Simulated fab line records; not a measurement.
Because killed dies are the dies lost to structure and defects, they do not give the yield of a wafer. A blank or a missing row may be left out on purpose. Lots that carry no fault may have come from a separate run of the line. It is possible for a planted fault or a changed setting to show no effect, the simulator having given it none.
fab line records + flow nand-harc
record
- lots=12
- wafers=36
- last-day=25
route steps=1159 shown P_BONDPAD@368 A_SOURCE_PLATE@416 A_ONON_D1@428 END@1159
lots untouched by any fault: they come from a run of this same line in which no faults occurred
start-h: start of the lot's first displayed wafer, in hours after the record's first day + wait-h: hours from the lot's prior step to this one + " as in the row above + L1.1+2: a row that stands for several wafers + - no value, or no start was given + * or withheld: withheld + < > ~ a bound
route shown NAME@n: names a module that has steps shown in the file, with the first one's number in the route + usual: mean/standard deviation of fault-free wafers + same: alike in all rows + chamber/n: place in a boat + sites: the reading at each site + _std_site: standard deviation of those values + _edge_site: inner sites' mean taken away from outer sites' mean + radius-mm: how far each site lies from the wafer's centre + mask NAME#n: copy n + behind: tool/chamber where the wafer was last shaped + hold: cause of the lot's hold/its duration in hours/its outcome + device: the n, p or np transistor that did not switch + end of line: the tests these same wafers got at the end of their route + a step given without rows: its recipe and nothing more + killed: dies lost to structure and defects at the first sort, not the wafer's yield + map: shows each die of a wafer: x if killed, . if not, _ if none is there
set.NAME: the setting as run; set.NAME@STEP: as run at that earlier step + model.NAME: the simulator's own value behind a step, which no gauge read
a sample of lots followed through the steps of the route, with each step as a table and each wafer as a row
services: when a tool's chamber went out of use (start-h, in hours from the record's first day, below 0 if earlier), for how many hours, and the reason
## steps
# step NHARC_P_BONDPAD_ETCH_37
# recipe
- target-depth-a=600
- overetch-a=180
- time-s=65.91
- ion-energy-ev=200
- n2-flow-sccm=150
- h2-flow-sccm=150
- ar-flow-sccm=0
- rf-w=400
- bias-w=150
- chemistry=N2/H2
# usual
- bias-w=150.1/0.47
- drypump-motor-current-A=5.7/0.36
- oes-product-au=1.000/0.0077
- rf-vpp-V=430.0/2.6
- showerhead-plenum-p-Torr=2.02/0.09
- throttle-valve-pct=14.172/0.009
| lot.wafer | tool        | chamber | start-h | wait-h | bias-w | drypump-motor-current-A | oes-product-au | rf-hours-counter-h | rf-vpp-V | showerhead-plenum-p-Torr | throttle-valve-pct |
|-----------|-------------|---------|---------|--------|--------|-------------------------|----------------|--------------------|----------|--------------------------|--------------------|
| L224.3    | rie-diel-06 | 1       | 120.92  | 0.1    | 151.2  | 6.0                     | 0.997          | 5                  | 428.9    | 2.05                     | 14.174             |
| L224.6    | "           | 1       | "       | "      | 150.9  | 6.0                     | 0.993          | -                  | 429.8    | 2.05                     | 14.194             |
| L224.5    | "           | 3       | "       | "      | 150.1  | 6.0                     | 0.999          | -                  | 427.2    | 1.95                     | 14.178             |
| L225.3    | rie-diel-06 | 2       | 138.88  | 0.1    | 150.8  | 5.2                     | 1.003          | 6                  | 432.1    | 2.13                     | 14.189             |
| L225.2    | "           | 3       | "       | "      | 149.9  | 6.0                     | 1.000          | 6                  | 428.6    | 1.95                     | 14.177             |
| L225.5    | "           | 2       | "       | "      | 150.9  | 5.2                     | 1.006          | -                  | 431.8    | 2.12                     | 14.168             |
| L230.2    | rie-diel-06 | 3       | 173.26  | 0.1    | 149.5  | 6.0                     | 1.001          | 8                  | 428.9    | 1.95                     | 14.180             |
| L230.4    | "           | 1       | "       | "      | 150.5  | 6.0                     | 1.006          | 10                 | 432.0    | 2.04                     | 14.175             |
| L230.5    | "           | 3       | "       | "      | 150.2  | 6.0                     | 1.005          | -                  | 428.4    | 1.95                     | 14.185             |
| L231.1    | rie-diel-06 | 2       | 178.00  | 0.1    | 149.4  | 5.2                     | 1.001          | 10                 | 433.5    | 2.12                     | 14.170             |
| L231.4    | "           | 0       | "       | "      | 149.5  | 5.6                     | 0.979          | 9                  | 428.1    | 1.92                     | 14.162             |
| L231.6    | "           | 2       | "       | "      | 150.4  | 5.2                     | 1.003          | -                  | 432.6    | 2.12                     | 14.167             |
| L237.3    | rie-diel-05 | 2       | 204.72  | 0.1    | 149.6  | 5.4                     | 0.993          | 9                  | 431.3    | 2.07                     | 14.170             |
| L237.1    | "           | 1       | "       | "      | 150.0  | 6.0                     | 0.991          | 8                  | 429.2    | 2.04                     | 14.158             |
| L237.5    | "           | 3       | "       | "      | 149.5  | 5.0                     | 1.002          | -                  | 429.0    | 2.00                     | 14.172             |
| L235.1    | rie-diel-05 | 0       | 205.74  | 0.1    | 149.7  | 6.1                     | 1.003          | 9                  | 427.9    | 1.89                     | 14.174             |
| L235.3    | "           | 1       | "       | "      | 150.7  | 6.0                     | 1.004          | 8                  | 430.0    | 2.04                     | 14.189             |
| L235.6    | "           | 2       | "       | "      | 150.1  | 5.4                     | 0.993          | -                  | 430.9    | 2.07                     | 14.167             |
| L238.4    | rie-diel-06 | 0       | 208.77  | 0.1    | 150.2  | 5.6                     | 0.992          | 11                 | 428.4    | 1.92                     | 14.172             |
| L238.1    | "           | 2       | "       | "      | 149.5  | 5.2                     | 1.001          | 13                 | 431.2    | 2.12                     | 14.168             |
| L238.2    | "           | 3       | "       | "      | 150.3  | 6.0                     | 0.999          | 11                 | 428.7    | 1.95                     | 14.160             |
| L236.3    | rie-diel-06 | 3       | 216.39  | 0.1    | 150.4  | 6.0                     | 0.994          | 12                 | 428.2    | 1.95                     | 14.181             |
| L236.6    | "           | 2       | "       | "      | 150.2  | 5.2                     | 1.002          | -                  | 433.4    | 2.12                     | 14.162             |
| L236.5    | "           | 3       | "       | "      | 150.0  | 6.0                     | 1.008          | -                  | 428.5    | 1.95                     | 14.177             |
| L239.4    | rie-diel-06 | 0       | 228.13  | 0.1    | 150.0  | 5.6                     | 1.001          | 13                 | 427.3    | 1.92                     | 14.170             |
| L239.2    | "           | 1       | "       | "      | 149.9  | 6.0                     | 1.014          | 15                 | 431.5    | 2.04                     | 14.169             |
| L239.5    | "           | 3       | "       | "      | 151.2  | 6.0                     | 0.997          | -                  | 427.2    | 1.95                     | 14.168             |
| L241.2    | rie-diel-06 | 2       | 235.05  | 0.1    | 149.8  | 5.2                     | 1.003          | 16                 | 431.4    | 2.12                     | 14.171             |
| L241.3    | "           | 0       | "       | "      | 149.2  | 5.6                     | 0.997          | 13                 | 427.1    | 1.92                     | 14.188             |
| L241.1    | "           | 1       | "       | "      | 150.1  | 5.9                     | 1.007          | 15                 | 430.0    | 2.04                     | 14.171             |
| L245.2    | rie-diel-10 | 1       | 250.96  | 0.1    | 150.0  | 5.4                     | 1.000          | 23                 | 434.8    | 2.21                     | 14.165             |
| L245.5    | "           | 2       | "       | "      | 150.0  | 6.1                     | 1.009          | -                  | 432.5    | 2.16                     | 14.173             |
| L245.6    | "           | 3       | "       | "      | 150.2  | 5.3                     | 1.004          | -                  | 433.6    | 2.13                     | 14.170             |
| L246.1    | rie-diel-10 | 1       | 259.14  | 0.5    | 150.0  | 5.4                     | 0.995          | 25                 | 435.2    | 2.21                     | 14.176             |
| L246.6    | "           | 0       | "       | "      | 150.2  | 5.3                     | 1.008          | -                  | 426.8    | 1.93                     | 14.179             |
| L246.5    | "           | 1       | "       | "      | 150.2  | 5.4                     | 0.996          | -                  | 434.6    | 2.21                     | 14.177             |
# step NHARC_P_BONDPAD_PVD_27
# recipe
- target-thk-a=300
- chamber-pressure-pa=5
- power-w=5000
- substrate-temp-c=30
- time-s=20.49
- material=Cu
# usual
- throttle-valve-pct=30.1/0.98
| lot.wafer | tool           | chamber | start-h | wait-h | throttle-valve-pct |
|-----------|----------------|---------|---------|--------|--------------------|
| L224.3    | pvd-sputter-02 | -       | -       | -      | 30.0               |
| L224.5    | "              | -       | "       | "      | 27.9               |
| L224.6    | "              | -       | "       | "      | 30.2               |
| L225.3    | pvd-sputter-03 | -       | -       | -      | 31.1               |
| L225.2    | "              | -       | "       | "      | 30.3               |
| L225.5    | "              | -       | "       | "      | 31.7               |
| L230.2    | pvd-sputter-03 | -       | -       | -      | 30.1               |
| L230.4    | "              | -       | "       | "      | 29.8               |
| L230.5    | "              | -       | "       | "      | 30.0               |
| L231.4    | pvd-sputter-03 | -       | -       | -      | 30.2               |
| L231.1    | "              | -       | "       | "      | 31.0               |
| L231.6    | "              | -       | "       | "      | 30.0               |
| L237.1    | pvd-sputter-01 | -       | -       | -      | 30.7               |
| L237.3    | "              | -       | "       | "      | 29.7               |
| L237.5    | "              | -       | "       | "      | 30.6               |
| L235.1    | pvd-sputter-03 | -       | -       | -      | 29.9               |
| L235.3    | "              | -       | "       | "      | 30.4               |
| L235.6    | "              | -       | "       | "      | 30.0               |
| L238.2    | pvd-sputter-03 | -       | -       | -      | 31.5               |
| L238.4    | "              | -       | "       | "      | 29.8               |
| L238.1    | "              | -       | "       | "      | 30.1               |
| L236.3    | pvd-sputter-03 | -       | -       | -      | 30.9               |
| L236.6    | "              | -       | "       | "      | 29.8               |
| L236.5    | "              | -       | "       | "      | 30.3               |
| L239.4    | pvd-sputter-02 | -       | -       | -      | 29.8               |
| L239.2    | "              | -       | "       | "      | 29.3               |
| L239.5    | "              | -       | "       | "      | 28.3               |
| L241.1    | pvd-sputter-01 | -       | -       | -      | 29.4               |
| L241.2    | "              | -       | "       | "      | 30.6               |
| L241.3    | "              | -       | "       | "      | 30.0               |
| L245.2    | pvd-sputter-02 | -       | -       | -      | 29.8               |
| L245.5    | "              | -       | "       | "      | 29.6               |
| L245.6    | "              | -       | "       | "      | 28.5               |
| L246.1    | pvd-sputter-01 | -       | -       | -      | 29.2               |
| L246.5    | "              | -       | "       | "      | 29.2               |
| L246.6    | "              | -       | "       | "      | 29.3               |
# step NHARC_A_SOURCE_PLATE_THK_MEAS_09
# recipe
- thk-meas-gauge=ellipsometry
# usual
- thk-nm=9.8/1
| lot.wafer | tool          | chamber | start-h | wait-h | thk-nm |
|-----------|---------------|---------|---------|--------|--------|
| L224.3    | film-metro-02 | -       | 134.41  | 0.4    | 10.4   |
| L224.5    | "             | -       | "       | "      | 10.7   |
| L224.6    | "             | -       | "       | "      | 9.9    |
| L225.2    | film-metro-02 | -       | 151.66  | 0.4    | 7.2    |
| L225.3    | "             | -       | "       | "      | 10.1   |
| L225.5    | "             | -       | "       | "      | 9.7    |
| L230.2    | film-metro-01 | -       | 185.80  | 0.4    | 9.4    |
| L230.4    | "             | -       | "       | "      | 9.6    |
| L230.5    | "             | -       | "       | "      | 10.3   |
| L231.1    | film-metro-01 | -       | 192.40  | 0.4    | 10.2   |
| L231.4    | "             | -       | "       | "      | 8.5    |
| L231.6    | "             | -       | "       | "      | 8.2    |
| L237.1    | film-metro-01 | -       | 218.08  | 0.4    | 9.5    |
| L237.3    | "             | -       | "       | "      | 10.0   |
| L237.5    | "             | -       | "       | "      | 11.3   |
| L235.1    | film-metro-02 | -       | 218.08  | 0.4    | 10.6   |
| L235.3    | "             | -       | "       | "      | 8.9    |
| L235.6    | "             | -       | "       | "      | 9.7    |
| L238.1    | film-metro-01 | -       | 221.87  | 0.4    | 10.7   |
| L238.2    | "             | -       | "       | "      | 9.7    |
| L238.4    | "             | -       | "       | "      | 10.0   |
| L236.3    | film-metro-02 | -       | 228.73  | 0.4    | 10.6   |
| L236.5    | "             | -       | "       | "      | 10.0   |
| L236.6    | "             | -       | "       | "      | 10.1   |
| L239.2    | film-metro-02 | -       | 240.29  | 0.4    | 9.2    |
| L239.4    | "             | -       | "       | "      | 10.7   |
| L239.5    | "             | -       | "       | "      | 7.9    |
| L241.1    | film-metro-01 | -       | 247.59  | 0.4    | 10.4   |
| L241.2    | "             | -       | "       | "      | 8.7    |
| L241.3    | "             | -       | "       | "      | 11.8   |
| L245.2    | film-metro-01 | -       | 261.73  | 0.4    | 9.2    |
| L245.5    | "             | -       | "       | "      | 9.3    |
| L245.6    | "             | -       | "       | "      | 9.5    |
| L246.1    | film-metro-02 | -       | 271.20  | 0.4    | 7.6    |
| L246.5    | "             | -       | "       | "      | 9.7    |
| L246.6    | "             | -       | "       | "      | 11.5   |
# step NHARC_A_ONON_D1_DEP_06
# recipe
- target-thk-a=10000
- n2-flow-sccm=2750
- n2o-flow-sccm=2000
- nh3-flow-sccm=500
- sih4-flow-sccm=210
- temp-c=400
# usual
- n2o-flow-sccm=2001/5.1
| lot.wafer | tool          | chamber | start-h | wait-h | n2o-flow-sccm |
|-----------|---------------|---------|---------|--------|---------------|
| L224.3    | pecvd-onon-01 | 0       | 148.99  | 0.2    | 2000          |
| L224.5    | "             | 0       | "       | "      | 2007          |
| L224.6    | "             | 0       | "       | "      | 2006          |
| L225.2    | pecvd-onon-03 | 0       | 166.25  | 0.1    | 1998          |
| L225.3    | "             | 0       | "       | "      | 2005          |
| L225.5    | "             | 0       | "       | "      | 1992          |
| L230.2    | pecvd-onon-02 | 0       | 202.04  | 0.1    | 1996          |
| L230.4    | "             | 0       | "       | "      | 1994          |
| L230.5    | "             | 0       | "       | "      | 2000          |
| L231.1    | pecvd-onon-03 | 0       | 209.16  | 0.1    | 2000          |
| L231.4    | "             | 0       | "       | "      | 2004          |
| L231.6    | "             | 0       | "       | "      | 1989          |
| L235.1    | pecvd-onon-03 | 0       | 233.58  | 0.1    | 1998          |
| L235.3    | "             | 0       | "       | "      | 2003          |
| L235.6    | "             | 0       | "       | "      | 2006          |
| L238.1    | pecvd-onon-02 | 0       | 233.60  | 0.1    | 1993          |
| L238.2    | "             | 0       | "       | "      | 2004          |
| L238.4    | "             | 0       | "       | "      | 2005          |
| L237.1    | pecvd-onon-01 | 0       | 233.62  | 0.1    | 2000          |
| L237.3    | "             | 0       | "       | "      | 2001          |
| L237.5    | "             | 0       | "       | "      | 1995          |
| L236.3    | pecvd-onon-01 | 0       | 246.77  | 0.2    | 1994          |
| L236.5    | "             | 0       | "       | "      | 2003          |
| L236.6    | "             | 0       | "       | "      | 1997          |
| L239.2    | pecvd-onon-01 | 0       | 255.01  | 0.1    | 2002          |
| L239.4    | "             | 0       | "       | "      | 2007          |
| L239.5    | "             | 0       | "       | "      | 2002          |
| L241.1    | pecvd-onon-01 | 0       | 262.02  | 0.1    | 1992          |
| L241.2    | "             | 0       | "       | "      | 2005          |
| L241.3    | "             | 0       | "       | "      | 2002          |
| L245.2    | pecvd-onon-02 | 0       | 276.16  | 0.1    | 1994          |
| L245.5    | "             | 0       | "       | "      | 1994          |
| L245.6    | "             | 0       | "       | "      | 1995          |
| L246.1    | pecvd-onon-01 | 0       | 286.04  | 0.1    | 2006          |
| L246.5    | "             | 0       | "       | "      | 2006          |
| L246.6    | "             | 0       | "       | "      | 2005          |
# step NHARC_A_ONON_D1_THK_MEAS_08
# recipe
- thk-meas-gauge=ellipsometry
# usual
- thk-nm=1000/8.2
| lot.wafer | tool          | chamber | start-h | wait-h | thk-nm |
|-----------|---------------|---------|---------|--------|--------|
| L224.3    | film-metro-01 | -       | 149.38  | -      | 1007   |
| L224.5    | "             | -       | "       | "      | 1008   |
| L224.6    | "             | -       | "       | "      | 1009   |
| L225.2    | film-metro-01 | -       | 166.70  | -      | 998    |
| L225.3    | "             | -       | "       | "      | 1000   |
| L225.5    | "             | -       | "       | "      | 999    |
| L230.2    | film-metro-01 | -       | 202.50  | -      | 992    |
| L230.4    | "             | -       | "       | "      | 995    |
| L230.5    | "             | -       | "       | "      | 994    |
| L231.1    | film-metro-01 | -       | 209.67  | -      | 1559   |
| L231.4    | "             | -       | "       | "      | 1006   |
| L231.6    | "             | -       | "       | "      | 1559   |
| L235.1    | film-metro-02 | -       | 234.10  | -      | 1546   |
| L235.3    | "             | -       | "       | "      | 991    |
| L235.6    | "             | -       | "       | "      | 1546   |
| L238.1    | film-metro-01 | -       | 234.11  | -      | 1004   |
| L238.2    | "             | -       | "       | "      | 1006   |
| L238.4    | "             | -       | "       | "      | 1007   |
| L237.1    | film-metro-02 | -       | 234.13  | -      | 997    |
| L237.3    | "             | -       | "       | "      | 999    |
| L237.5    | "             | -       | "       | "      | 998    |
| L236.3    | film-metro-02 | -       | 247.17  | -      | 1011   |
| L236.5    | "             | -       | "       | "      | 1011   |
| L236.6    | "             | -       | "       | "      | 1012   |
| L239.2    | film-metro-02 | -       | 255.47  | -      | 1013   |
| L239.4    | "             | -       | "       | "      | 1012   |
| L239.5    | "             | -       | "       | "      | 1010   |
| L241.1    | film-metro-01 | -       | 262.53  | -      | 998    |
| L241.2    | "             | -       | "       | "      | 998    |
| L241.3    | "             | -       | "       | "      | 997    |
| L245.2    | film-metro-02 | -       | 276.60  | -      | 1007   |
| L245.5    | "             | -       | "       | "      | 1011   |
| L245.6    | "             | -       | "       | "      | 1009   |
| L246.1    | film-metro-02 | -       | 286.56  | -      | 991    |
| L246.5    | "             | -       | "       | "      | 991    |
| L246.6    | "             | -       | "       | "      | 991    |
# step NHARC_END_SORT_01
# recipe
- temp-c=25
# usual
- killed-at-array=28/8.9
- killed-at-other=0.8/1.2
- killed-at-periphery=3.3/2.3
- killed-dies=32/9.4
- killed-open=3.2/1.8
- killed-short=1.9/1.4
# same
- gross-dies=677
| lot.wafer | tool      | chamber | start-h | wait-h | killed-at-array | killed-at-other | killed-at-periphery | killed-dies | killed-open | killed-short |
|-----------|-----------|---------|---------|--------|-----------------|-----------------|---------------------|-------------|-------------|--------------|
| L231.1    | prober-02 | 0       | 494.77  | 2.5    | 673             | 0               | 4                   | 677         | 2           | 5            |
| L231.4    | prober-02 | 0       | 497.17  | 3.4    | 28              | 0               | 7                   | 35          | 5           | 2            |
| L231.6    | prober-02 | 0       | 498.78  | 4.0    | 674             | 0               | 3                   | 677         | 5           | 0            |
| L235.1    | prober-01 | 0       | 525.25  | 2.5    | 676             | 0               | 1                   | 677         | 2           | 4            |
| L235.3    | prober-01 | 0       | 526.85  | 3.1    | 20              | 0               | 2                   | 22          | 2           | 1            |
| L235.6    | prober-01 | 0       | 529.24  | 4.0    | 675             | 1               | 1                   | 677         | 6           | 1            |
# killed by level:class
L231.1 A_ONON_D1:area-dep=650 A_CHANNEL_HOLE_D1:chamber-film-flake=17 P_GATE:geometric-particle:short=1 P_CONTACT:geometric-particle:open=1 A_ONON_D1:geometric-particle:short=1 A_CHANNEL_HOLE_D1:geometric-particle:short=1 A_CHANNEL_FILL_D1:geometric-particle:short=1 A_WL_FILL:geometric-particle:short=1
L231.4 A_CHANNEL_HOLE_D1:chamber-film-flake=17 A_STAIRCASE:chamber-film-flake=3 P_CONTACT:geometric-particle:short=2 A_CONTACT:geometric-particle:open=2 A_CONTACT:chamber-film-flake=2 P_M0:geometric-particle:open=1 A_ONON_D1:geometric-particle:open=1 A_WL_FILL:geometric-particle:open=1
L231.6 A_ONON_D1:area-dep=657 A_CHANNEL_HOLE_D1:chamber-film-flake=10 P_STI:geometric-particle:open=1 A_CHANNEL_HOLE_D1:geometric-particle:open=1 A_CHANNEL_FILL_D1:geometric-particle:open=1 A_WL_FILL:geometric-particle:open=1 A_CONTACT:geometric-particle:open=1 P_ZERO_WELL:chamber-film-flake=1
L235.1 A_ONON_D1:area-dep=644 A_SLIT:chamber-film-flake=15 A_STAIRCASE:chamber-film-flake=5 A_CONTACT:chamber-film-flake=4 A_CHANNEL_HOLE_D1:chamber-film-flake=3 A_CHANNEL_HOLE_D1:geometric-particle:open=2 P_M0:geometric-particle:short=1 A_ONON_D1:geometric-particle:short=1
L235.3 A_SLIT:chamber-film-flake=10 A_CHANNEL_HOLE_D1:chamber-film-flake=4 A_STAIRCASE:chamber-film-flake=4 P_GATE:geometric-particle:open=1 P_M0:geometric-particle:short=1 A_CONTACT:geometric-particle:open=1 A_WL_FILL:chamber-film-flake=1
L235.6 A_ONON_D1:area-dep=649 A_SLIT:chamber-film-flake=13 A_CHANNEL_HOLE_D1:chamber-film-flake=4 A_CHANNEL_FILL_D1:geometric-particle:open=3 A_CONTACT:chamber-film-flake=2 P_GATE:geometric-particle:open=1 A_CHANNEL_FILL_D1:geometric-particle:short=1 A_CONTACT:geometric-particle:open=1
## services
| tool           | chamber | start-h | hours | kind   |
|----------------|---------|---------|-------|--------|
| rie-diel-06    | 0       | 97.70   | -     | clean  |
| rie-diel-06    | 1       | 97.70   | -     | clean  |
| rie-diel-06    | 2       | 97.70   | -     | clean  |
| rie-diel-06    | 3       | 97.70   | -     | clean  |
| pvd-sputter-01 | -       | 98.71   | 6.3   | repair |
| pvd-sputter-03 | -       | 102.00  | 10.0  | pm     |
| pecvd-onon-02  | -       | 111.22  | 13.0  | pm     |
| rie-diel-06    | 0       | 120.23  | 12.1  | repair |
| pecvd-onon-03  | -       | 153.00  | 13.0  | pm     |
| rie-diel-05    | 3       | 154.31  | 6.0   | repair |
| pvd-sputter-01 | -       | 158.01  | 10.0  | pm     |
| rie-diel-06    | 3       | 161.44  | 8.4   | repair |
| rie-diel-05    | -       | 163.73  | 9.0   | pm     |
| rie-diel-10    | -       | 176.50  | 9.0   | pm     |
| pecvd-onon-01  | -       | 195.25  | 13.0  | pm     |
| rie-diel-05    | 3       | 211.75  | 6.3   | repair |
| pvd-sputter-02 | -       | 214.00  | 10.0  | pm     |
| pvd-sputter-02 | -       | 226.61  | 1.8   | repair |
| rie-diel-05    | 3       | 238.27  | 3.0   | repair |
| rie-diel-06    | -       | 241.20  | 9.0   | pm     |
| pvd-sputter-01 | -       | 254.84  | 3.1   | repair |
| pecvd-onon-02  | -       | 266.50  | 2.6   | repair |
| pvd-sputter-03 | -       | 268.50  | 5.1   | repair |
| pvd-sputter-03 | -       | 280.00  | 10.0  | pm     |
## key
first-sign
- step=NHARC_A_ONON_D1_THK_MEAS_08
- reading=thk-nm
- direction=up
- sigmas=67
- usual=1000
- struck=1552
effect
- step=NHARC_END_SORT_01
- reading=killed-at-array
- direction=up
- sigmas=72
- usual=28
- struck=674
more-kills-born-at
- NHARC_A_ONON_D1_DEP_06@pecvd-onon-03=2600
met-at NHARC_A_ONON_D1_DEP_06
struck-lots L231,L235
struck-wafers L231.1,L231.6,L235.1,L235.6
later-rows-left-out L231.1,L231.6,L235.1,L235.6
tester-left-out L231,L235
not-acting-at NHARC_P_BONDPAD_ETCH_37,NHARC_P_BONDPAD_PVD_27,NHARC_A_SOURCE_PLATE_THK_MEAS_09
onset-between 166.25 209.16
fault
- kind=process-parameter-drift
- tool=pecvd-onon-03
- chamber=-
- onset-h=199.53
- steps=NHARC_A_ONON_D1_DEP_06
- channel=target-thk-a
- offset=*
- shape=step
- end-h=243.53
- scope=struck-wafers-only
- acts-in=*
- stated=*
# tester-left-out: of these lots the tester's yield and bins aren't shown, on N5 and GAA mostly nor the transistor test; their killed dies are dies lost to structure and defects alone, not to doping, threshold or leakage, so they don't give the yield
# later-rows-left-out: the simulator's readings of these wafers behind a module that went badly wrong aren't trusted and aren't shown, but for the sort
